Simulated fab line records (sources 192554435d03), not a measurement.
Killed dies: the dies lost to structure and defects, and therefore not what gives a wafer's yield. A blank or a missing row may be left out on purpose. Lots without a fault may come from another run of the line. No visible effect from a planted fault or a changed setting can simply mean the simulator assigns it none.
fab line records    flow n5Finfet
record lots=10  wafers=30  lastDay=18
route steps=1938 shown TV_LITHO@1883 TV_OPEN@1889 PASSIVATION@1901
lots with no fault: from the same line, run without faults
startH: hours from the record's first day to the start of the lot's first wafer shown    waitH: hours since the lot's step before    " repeats the value in the row above    L1.1+2: a row that stands for several wafers    - value missing, or start not given    * or withheld: withheld    < > ~ a bound
route shown NAME@n: NAME is a module with steps in the file, n the number in the route of the first one    usual: the fault-free wafers' mean and standard deviation    same: alike in all rows    chamber/n: place in a boat    sites: readings site by site    _std_site: how widely they spread, as a standard deviation    _edge_site: mean of outer sites minus mean of inner sites    radiusMm: how far each site lies from the wafer's centre    mask NAME#n: copy n    behind: tool/chamber where the wafer was last shaped    hold: why the lot was held/for how many hours/how that ended    device: names the non-switching transistor (n, p or np)    end of line: tests of these same wafers at the route's end    a step with no rows: only its recipe    killed: the dies lost at the first sort to structure and to defects; this is not the yield of the wafer    map: shows each die of a wafer: x if killed, . if not, _ if none is there
set.NAME: setting as actually run; set.NAME@STEP: the setting as run at that earlier step    model.NAME: the simulator's own value behind a step, which no gauge read
one table for each step of the route and one row for each wafer, over a sample of lots
services: the hour from which a tool's chamber was out of use, counted from the record's first day as startH (under 0 if before that day), plus the number of hours and why
## steps
# step N5_PASSIVATION_CD_MEAS_10
# recipe targetCdNm=3000  landingEnergyEv=500  detector=seInlens
# usual cdNm=2999.7/2.5
lot.wafer  tool      chamber  startH  waitH  cdNm
L492.2     cdSem-02  0        277.84  -      2997.5
L492.3     "         0        "       "      2997.8
L492.6     "         0        "       "      2999.3
L494.2     cdSem-01  0        290.26  -      2999.2
L494.3     "         0        "       "      3003.2
L494.5     "         0        "       "      3004.0
L495.3     cdSem-01  0        294.25  -      3001.4
L495.5     "         0        "       "      2998.9
L495.6     "         0        "       "      3000.7
L496.2     cdSem-02  0        301.76  -      2999.3
L496.4     "         0        "       "      2997.9
L496.6     "         0        "       "      2996.1
L507.4     cdSem-02  0        370.52  -      3001.1
L507.5     "         0        "       "      2998.5
L507.6     "         0        "       "      2999.4
L505.1     cdSem-01  0        370.68  -      3003.5
L505.4     "         0        "       "      2998.1
L505.5     "         0        "       "      3002.0
L509.1     cdSem-01  0        375.36  -      2999.2
L509.3     "         0        "       "      3003.4
L509.5     "         0        "       "      3003.7
L512.1     cdSem-03  0        390.75  -      2998.9
L512.5     "         0        "       "      2998.8
L512.6     "         0        "       "      3000.4
L513.1     cdSem-01  0        405.36  -      3000.5
L513.2     "         0        "       "      2998.3
L513.4     "         0        "       "      2997.8
L515.1     cdSem-01  0        423.25  -      3000.6
L515.3     "         0        "       "      2998.4
L515.5     "         0        "       "      2996.1
# step N5_PASSIVATION_STRIP_14
# recipe chemistry=O2  powerW=600  tempC=60  pressureMtorr=30  rfFrequencyHz=6e+07  biasPowerW=0  overashFraction=0.5  o2FlowSccm=225
# usual drypumpMotorCurrentA=5.7/0.45  oesProductAu=0.81/0.089  rfVppV=3.6/0.86  showerheadPlenumPTorr=2.10/0.086  throttleValvePct=16.63/0.25
lot.wafer  tool        chamber  startH  waitH  drypumpMotorCurrentA  oesProductAu  rfHoursCounterH  rfVppV  showerheadPlenumPTorr  throttleValvePct
L492.2     rieDiel-01  0        278.30  0.1    6.2                   0.68          224              2.8     1.98                   17.01
L492.3     "           2        "       "      5.1                   0.75          164              3.1     2.17                   16.70
L492.6     "           0        "       "      6.2                   0.69          -                3.5     1.98                   17.05
L494.2     rieDiel-04  2        290.70  0.1    5.8                   0.81          89               2.5     2.13                   16.62
L494.3     "           0        "       "      5.4                   0.73          211              3.2     2.17                   16.85
L494.5     "           0        "       "      5.3                   0.73          -                3.3     2.17                   16.88
L495.3     rieDiel-04  2        294.96  0.1    5.9                   0.80          91               4.9     2.13                   16.62
L495.5     "           0        "       "      5.3                   0.73          -                2.9     2.17                   16.86
L495.6     "           3        "       "      6.0                   0.90          -                3.2     2.13                   16.20
L496.2     rieDiel-06  3        302.20  0.1    6.2                   0.91          15               2.7     2.07                   16.54
L496.4     "           2        "       "      4.8                   0.84          50               4.3     2.21                   16.49
L496.6     "           2        "       "      4.8                   0.85          -                4.0     2.21                   16.47
L507.4     rieDiel-06  1        371.39  0.0    5.5                   0.73          -                3.0     1.90                   16.50
L507.5     "           2        "       "      4.8                   0.83          -                3.5     2.20                   16.51
L507.6     "           3        "       "      6.1                   0.87          -                4.7     2.06                   16.55
L505.1     rieDiel-04  0        371.43  0.1    5.3                   0.71          239              3.9     2.16                   16.96
L505.4     "           2        "       "      5.9                   0.78          116              2.3     2.13                   16.71
L505.5     "           0        "       "      5.4                   0.71          -                4.0     2.16                   16.96
L509.1     rieDiel-06  2        375.81  0.1    4.8                   0.82          73               4.2     2.20                   16.53
L509.3     "           3        "       "      6.2                   0.88          38               4.3     2.07                   16.59
L509.5     "           2        "       "      4.8                   0.83          -                3.7     2.20                   16.51
L512.1     rieDiel-01  0        391.34  0.1    6.2                   0.96          5                4.3     2.23                   16.58
L512.5     "           2        "       "      5.1                   0.71          -                2.0     2.15                   16.81
L512.6     "           1        "       "      6.4                   0.69          -                2.8     2.08                   17.05
L513.1     rieDiel-06  0        405.80  0.1    5.6                   0.95          8                3.9     2.15                   16.59
L513.2     "           3        "       "      6.2                   0.86          49               4.7     2.06                   16.60
L513.4     "           1        "       "      5.5                   0.72          193              3.8     1.90                   16.55
L515.1     rieDiel-04  1        423.69  0.1    5.4                   0.90          37               3.9     2.13                   16.79
L515.3     "           3        "       "      6.1                   0.84          49               3.0     2.12                   16.28
L515.5     "           3        "       "      6.0                   0.83          -                3.0     2.12                   16.27
# step N5_PASSIVATION_EXPOSE_27
# recipe maskId=PAD  na=0.55  sourceShape=conventional  sigmaOuter=0.8  polarization=unpolarized  defocusNm=0  doseMj=32.3
# usual exposureDoseMJCm2=32.30/0.033  focusOffsetNm=0.1/0.52
lot.wafer  tool           chamber  startH  waitH  mask   exposureDoseMJCm2  focusOffsetNm
L492.2     krfScanner-01  0        279.31  -      PAD#0  32.37              -0.2
L492.3     "              0        "       "      PAD#0  32.34              -0.3
L492.6     "              0        "       "      PAD#0  32.38              -0.5
L494.2     krfScanner-01  0        291.73  -      PAD#0  32.34              0.1
L494.3     "              0        "       "      PAD#0  32.31              -0.1
L494.5     "              0        "       "      PAD#0  32.31              1.4
L495.3     krfScanner-01  0        297.51  -      PAD#0  32.32              -1.0
L495.5     "              0        "       "      PAD#0  32.33              -0.4
L495.6     "              0        "       "      PAD#0  32.38              -0.8
L496.2     krfScanner-02  0        303.77  -      PAD#0  32.33              0.3
L496.4     "              0        "       "      PAD#0  32.35              0.2
L496.6     "              0        "       "      PAD#0  32.32              0.3
L507.4     krfScanner-01  0        372.34  -      PAD#0  30.50              0.9
L507.5     "              0        "       "      PAD#0  30.43              -0.2
L507.6     "              0        "       "      PAD#0  30.45              0.1
L505.1     krfScanner-01  0        372.36  -      PAD#0  30.48              -0.7
L505.4     "              0        "       "      PAD#0  30.44              -0.1
L505.5     "              0        "       "      PAD#0  30.50              0.1
L509.1     krfScanner-02  0        376.95  -      PAD#0  32.28              -0.1
L509.3     "              0        "       "      PAD#0  32.28              -0.1
L509.5     "              0        "       "      PAD#0  32.29              0.4
L512.1     krfScanner-02  0        392.45  -      PAD#0  32.37              1.4
L512.5     "              0        "       "      PAD#0  32.34              0.2
L512.6     "              0        "       "      PAD#0  32.33              0.0
L513.1     krfScanner-02  0        407.04  -      PAD#0  32.31              -0.7
L513.2     "              0        "       "      PAD#0  32.32              -0.6
L513.4     "              0        "       "      PAD#0  32.32              0.4
L515.1     krfScanner-02  0        425.07  -      PAD#0  32.31              -0.7
L515.3     "              0        "       "      PAD#0  32.27              0.0
L515.5     "              0        "       "      PAD#0  32.26              0.3
# step N5_PASSIVATION_CD_MEAS_30
# recipe targetCdNm=4000  landingEnergyEv=500  detector=seInlens  polarity=opening
# usual cdNm=3999.6/1.7
lot.wafer  tool      chamber  startH  waitH  cdNm
L492.2     cdSem-03  0        279.48  -      3999.7
L492.3     "         0        "       "      3999.9
L492.6     "         0        "       "      4000.2
L494.2     cdSem-03  0        291.90  -      3997.8
L494.3     "         0        "       "      4001.0
L494.5     "         0        "       "      4000.7
L495.3     cdSem-02  0        297.68  -      3997.9
L495.5     "         0        "       "      4004.8
L495.6     "         0        "       "      4000.1
L496.2     cdSem-02  0        303.94  -      4000.4
L496.4     "         0        "       "      3998.4
L496.6     "         0        "       "      3996.4
L507.4     cdSem-02  0        372.51  -      3990.3
L507.5     "         0        "       "      3991.5
L507.6     "         0        "       "      3990.0
L505.1     cdSem-03  0        372.54  -      3987.4
L505.4     "         0        "       "      3988.8
L505.5     "         0        "       "      3986.9
L509.1     cdSem-02  0        377.12  -      3999.5
L509.3     "         0        "       "      4000.7
L509.5     "         0        "       "      3997.6
L512.1     cdSem-02  0        392.63  -      4002.5
L512.5     "         0        "       "      4001.4
L512.6     "         0        "       "      4003.4
L513.1     cdSem-03  0        407.22  -      3993.9
L513.2     "         0        "       "      3998.9
L513.4     "         0        "       "      3997.7
L515.1     cdSem-01  0        425.25  -      3998.7
L515.3     "         0        "       "      3996.3
L515.5     "         0        "       "      4000.0
# step N5_PASSIVATION_DESCUM_32
# recipe chemistry=O2  timeS=7.9  sourcePowerW=50  biasPowerW=20  pressureMtorr=20  rfFrequencyHz=2.712e+07  tempC=40  o2FlowSccm=225
# usual drypumpMotorCurrentA=5.9/0.39  oesProductAu=0.85/0.091  rfFwdPowerW=49.64/0.2  rfVppV=242.5/1.3  showerheadPlenumPTorr=2.05/0.065  throttleValvePct=20.26/0.23
lot.wafer  tool        chamber  startH  waitH  drypumpMotorCurrentA  oesProductAu  rfFwdPowerW  rfHoursCounterH  rfVppV  showerheadPlenumPTorr  throttleValvePct
L492.2     rieDiel-02  3        279.75  0.2    5.9                   0.80          49.75        84               242.1   2.01                   20.45
L492.3     "           0        "       "      6.3                   0.73          49.92        180              240.9   1.89                   20.42
L492.6     "           0        "       "      6.4                   0.73          49.86        -                241.1   1.89                   20.44
L494.2     rieDiel-03  1        292.01  0.0    6.3                   0.74          49.63        161              244.2   2.09                   20.50
L494.3     "           3        "       "      5.9                   0.70          49.68        235              243.9   2.04                   20.09
L494.5     "           3        "       "      5.9                   0.69          49.83        -                243.2   2.04                   20.09
L495.3     rieDiel-03  0        297.82  0.0    6.3                   0.95          49.32        19               242.6   2.06                   20.27
L495.5     "           0        "       "      6.3                   0.94          49.44        -                241.4   2.06                   20.30
L495.6     "           1        "       "      6.3                   0.73          49.51        -                243.1   2.09                   20.51
L496.2     rieDiel-05  2        304.19  0.2    5.5                   0.86          49.28        64               243.0   2.02                   20.10
L496.4     "           1        "       "      5.1                   0.98          49.65        -                244.9   2.16                   20.53
L496.6     "           2        "       "      5.5                   0.86          49.38        -                240.6   2.02                   20.09
L507.4     rieDiel-02  2        373.15  0.6    5.8                   0.83          49.36        -                241.4   2.04                   20.45
L507.5     "           3        "       "      5.9                   0.76          49.91        -                242.5   2.00                   20.54
L507.6     "           0        "       "      6.3                   0.69          49.77        -                241.4   1.88                   20.50
L505.1     rieDiel-02  3        373.18  0.6    6.0                   0.76          49.91        123              241.8   2.00                   20.51
L505.4     "           0        "       "      6.4                   0.69          49.90        -                240.7   1.88                   20.51
L505.5     "           3        "       "      6.0                   0.76          49.93        -                242.4   2.00                   20.51
L509.1     rieDiel-03  0        377.21  0.0    6.3                   0.88          49.33        50               243.9   2.05                   20.33
L509.3     "           2        "       "      5.5                   0.87          49.51        59               242.7   2.02                   20.03
L509.5     "           1        "       "      6.3                   0.71          49.69        -                241.6   2.08                   20.54
L512.1     rieDiel-05  2        393.03  0.4    5.5                   0.81          49.45        100              243.7   2.01                   20.13
L512.5     "           0        "       "      5.8                   0.88          49.85        -                243.8   2.15                   20.15
L512.6     "           3        "       "      6.5                   0.91          49.96        -                244.7   2.13                   20.39
L513.1     rieDiel-03  2        407.79  0.5    5.5                   0.83          49.62        75               241.5   2.01                   20.05
L513.2     "           0        "       "      6.2                   0.85          49.89        65               240.6   2.04                   20.36
L513.4     "           3        "       "      5.9                   0.92          49.78        24               241.2   2.03                   19.82
L515.1     rieDiel-03  2        425.33  0.0    5.5                   0.84          49.84        81               242.2   2.01                   20.07
L515.3     "           0        "       "      6.3                   0.86          49.66        71               242.2   2.04                   20.37
L515.5     "           3        "       "      5.9                   0.93          49.63        -                243.1   2.03                   19.83
# step N5_PASSIVATION_PROBE_49
# usual defectLimitedYield=91.3/1.3  killed_at_M0_to_M3=35/9.3  killed_at_M4_up=14/5.2  killedAtContacts=12/5.9  killedAtFrontEnd=38/11  killedAtOther=4/3.7  killedDies=103/15  killedOpen=67/12  killedShort=34/8  sort_bin_5_function=5.1/0.88  sort_bin_6_memory=3.3/0.65  sortNPass=1077/15  sortYieldPct=91.3/1.3
# same grossDies=1180  killedAtBackSide=0  sort_bin_4_leakage[%]=0  sort_bin_8_speed[%]=0
lot.wafer  tool       chamber  startH  waitH  defectLimitedYield[%]  killed_at_M0_to_M3  killed_at_M4_up  killedAtContacts  killedAtFrontEnd  killedAtOther  killedDies  killedOpen  killedShort  sort_bin_5_function[%]  sort_bin_6_memory[%]  sortNPass  sortYieldPct[%]
L496.2     prober-01  -        309.49  0.1    91.8                   40                  13               14                30                0              97          57          39           5.0                     3.0                   1083       91.8
L496.4     prober-01  -        309.59  0.2    90.8                   48                  15               8                 37                0              108         77          30           5.0                     3.8                   1072       90.8
L496.6     prober-01  -        309.69  0.3    90.2                   61                  14               10                30                1              116         79          37           5.1                     4.0                   1064       90.2
L505.1     prober-01  -        380.60  0.0    91.0                   31                  15               4                 52                4              106         76          29           5.5                     3.2                   1074       91.0
L505.4     prober-01  -        380.75  0.2    92.4                   21                  23               9                 37                0              90          67          23           4.0                     3.6                   1090       92.4
L505.5     prober-01  -        380.80  0.2    90.4                   50                  12               7                 42                2              113         62          51           5.3                     3.7                   1067       90.4
L507.4     prober-02  -        381.05  0.5    92.1                   27                  10               12                42                2              93          52          39           5.1                     2.4                   1087       92.1
L507.5     prober-02  -        381.10  0.5    91.7                   31                  18               10                39                0              98          63          33           5.5                     2.5                   1082       91.7
L507.6     prober-02  -        381.15  0.6    92.0                   29                  14               15                34                2              94          63          30           4.7                     3.2                   1086       92.0
L509.1     prober-01  -        384.54  0.0    91.9                   49                  6                8                 30                2              95          46          47           4.3                     3.6                   1085       91.9
L509.3     prober-01  -        384.64  0.1    91.4                   19                  19               15                42                7              102         57          41           4.8                     3.3                   1078       91.4
L509.5     prober-01  -        384.74  0.2    91.6                   24                  7                19                44                5              99          58          41           5.5                     2.2                   1081       91.6
# killed by level:class
L496.2 BEOL_M3:geometricParticle:open=11 MOL_CONTACT_COAG:geometricParticle:open=10 BEOL_M0_SAQP:geometricParticle:open=9 BEOL_M0_SAQP:geometricParticle:short=8 FIN_SAQP:geometricParticle:short=7 FIN_SAQP:geometricParticle:open=7 BEOL_M4:geometricParticle:open=5 MOL_CONTACT_COAG:geometricParticle:short=4
L496.4 BEOL_M0_SAQP:geometricParticle:open=15 FIN_SAQP:geometricParticle:open=13 BEOL_M2:geometricParticle:open=12 FIN_SAQP:geometricParticle:short=11 BEOL_M4:geometricParticle:open=9 MOL_CONTACT_COAG:geometricParticle:open=7 BEOL_M0_SAQP:geometricParticle:short=7 BEOL_M3:geometricParticle:open=6
L496.6 BEOL_M0_SAQP:geometricParticle:open=19 FIN_SAQP:geometricParticle:open=13 BEOL_M0_SAQP:geometricParticle:short=12 BEOL_M3:geometricParticle:open=10 BEOL_M2:geometricParticle:open=8 FIN_SAQP:geometricParticle:short=7 MOL_CONTACT_COAG:geometricParticle:open=7 BEOL_M4:geometricParticle:open=6
L505.1 STI_FIN_REVEAL:geometricParticle:open=14 FIN_SAQP:geometricParticle:open=11 FIN_SAQP:geometricParticle:short=9 BEOL_M3:geometricParticle:open=8 BEOL_M1:geometricParticle:open=8 GATE_CUT:geometricParticle:open=6 BEOL_M0_SAQP:geometricParticle:open=5 BEOL_M0_SAQP:geometricParticle:short=4
L505.4 BEOL_M4:geometricParticle:open=11 STI_FIN_REVEAL:geometricParticle:open=7 MOL_CONTACT_COAG:geometricParticle:open=7 BEOL_M0_SAQP:geometricParticle:open=7 BEOL_M2:geometricParticle:open=6 FIN_SAQP:geometricParticle:open=5 GATE_CUT:geometricParticle:open=5 GATE_CUT:geometricParticle:short=4
L505.5 BEOL_M0_SAQP:geometricParticle:short=18 BEOL_M2:geometricParticle:open=12 BEOL_M0_SAQP:geometricParticle:open=10 FIN_SAQP:geometricParticle:short=8 FIN_SAQP:geometricParticle:open=8 GATE_CUT:geometricParticle:short=6 MOL_CONTACT_COAG:geometricParticle:open=6 BEOL_M3:geometricParticle:open=5
L507.4 FIN_SAQP:geometricParticle:open=7 FIN_SAQP:geometricParticle:short=7 MOL_CONTACT_COAG:geometricParticle:open=6 MOL_CONTACT_COAG:geometricParticle:short=6 BEOL_M1:geometricParticle:open=6 STARTING-WAFER:geometricParticle:short=6 BEOL_M2:geometricParticle:open=5 BEOL_M0_SAQP:geometricParticle:open=5
L507.5 FIN_SAQP:geometricParticle:open=10 FIN_SAQP:geometricParticle:short=10 BEOL_M6:geometricParticle:open=9 MOL_CONTACT_COAG:geometricParticle:open=8 BEOL_M0_SAQP:geometricParticle:short=7 BEOL_M1:geometricParticle:open=5 BEOL_M3:geometricParticle:open=5 DUMMY_GATE:geometricParticle:open=4
L507.6 FIN_SAQP:geometricParticle:open=11 MOL_CONTACT_COAG:geometricParticle:short=9 MOL_CONTACT_COAG:geometricParticle:open=6 BEOL_M0_SAQP:geometricParticle:short=6 BEOL_M0_SAQP:geometricParticle:open=5 BEOL_M3:geometricParticle:open=5 STI_FIN_REVEAL:geometricParticle:open=4 DUMMY_GATE:geometricParticle:open=4
L509.1 FIN_SAQP:geometricParticle:short=16 BEOL_M0_SAQP:geometricParticle:open=13 BEOL_M0_SAQP:geometricParticle:short=11 BEOL_M1:geometricParticle:short=7 MOL_CONTACT_COAG:geometricParticle:open=6 BEOL_M1:geometricParticle:open=6 BEOL_M2:geometricParticle:open=5 FIN_SAQP:geometricParticle:open=4
L509.3 MOL_CONTACT_COAG:geometricParticle:open=14 FIN_SAQP:geometricParticle:short=10 BEOL_M0_SAQP:geometricParticle:open=7 BEOL_M4:geometricParticle:open=6 GATE_CUT:geometricParticle:short=6 BEOL_M0_SAQP:geometricParticle:short=4 BEOL_M4:geometricParticle:short=4 STARTING-WAFER:geometricParticle:short=4
L509.5 MOL_CONTACT_COAG:geometricParticle:open=17 FIN_SAQP:geometricParticle:open=15 FIN_SAQP:geometricParticle:short=9 BEOL_M1:geometricParticle:open=7 BEOL_M0_SAQP:geometricParticle:short=6 GATE_CUT:geometricParticle:open=6 BEOL_M0_SAQP:geometricParticle:open=6 GATE_CUT:geometricParticle:short=5
## services
tool           chamber  startH  hours  kind
rieDiel-03     3        272.91  8.3    repair
krfScanner-01  -        273.01  4.0    pm
krfScanner-01  -        279.73  1.3    pm
rieDiel-06     0        287.07  4.0    repair
rieDiel-03     2        308.08  2.5    repair
rieDiel-03     3        308.34  5.9    repair
krfScanner-02  -        311.07  4.0    pm
krfScanner-01  -        314.06  2.6    repair
rieDiel-03     1        314.59  8.3    repair
krfScanner-01  -        338.39  4.4    pm
rieDiel-04     1        357.76  5.1    repair
krfScanner-02  -        359.60  1.0    pm
krfScanner-02  -        368.55  1.3    pm
krfScanner-02  -        369.85  3.6    pm
rieDiel-03     1        370.41  3.2    repair
rieDiel-03     3        376.39  2.1    repair
krfScanner-02  -        379.76  4.4    pm
rieDiel-03     0        382.97  3.4    repair
rieDiel-03     1        385.29  21.7   repair
rieDiel-06     2        387.16  5.1    repair
krfScanner-01  -        389.21  0.8    pm
krfScanner-02  -        416.11  0.8    pm
krfScanner-01  -        419.84  1.0    pm
krfScanner-02  -        423.97  0.3    repair
## key
firstSign step=N5_PASSIVATION_EXPOSE_27  reading=exposureDoseMJCm2  direction=down  sigmas=56  usual=32.30  struck=30.47
effect step=N5_PASSIVATION_CD_MEAS_30  reading=cdNm  direction=down  sigmas=6  usual=3999.6  struck=3989.1
metAt N5_PASSIVATION_EXPOSE_27
struckLots L505,L507
notActingAt N5_PASSIVATION_CD_MEAS_10,N5_PASSIVATION_STRIP_14,N5_PASSIVATION_DESCUM_32
onsetBetween 297.51 372.34
fault kind=processParameterDrift  tool=krfScanner-01  chamber=-  onsetH=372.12  steps=N5_PASSIVATION_EXPOSE_27  channel=doseMj  offset=-1.8438  shape=step  actsIn=theseRecipesOnly  stated=32.3
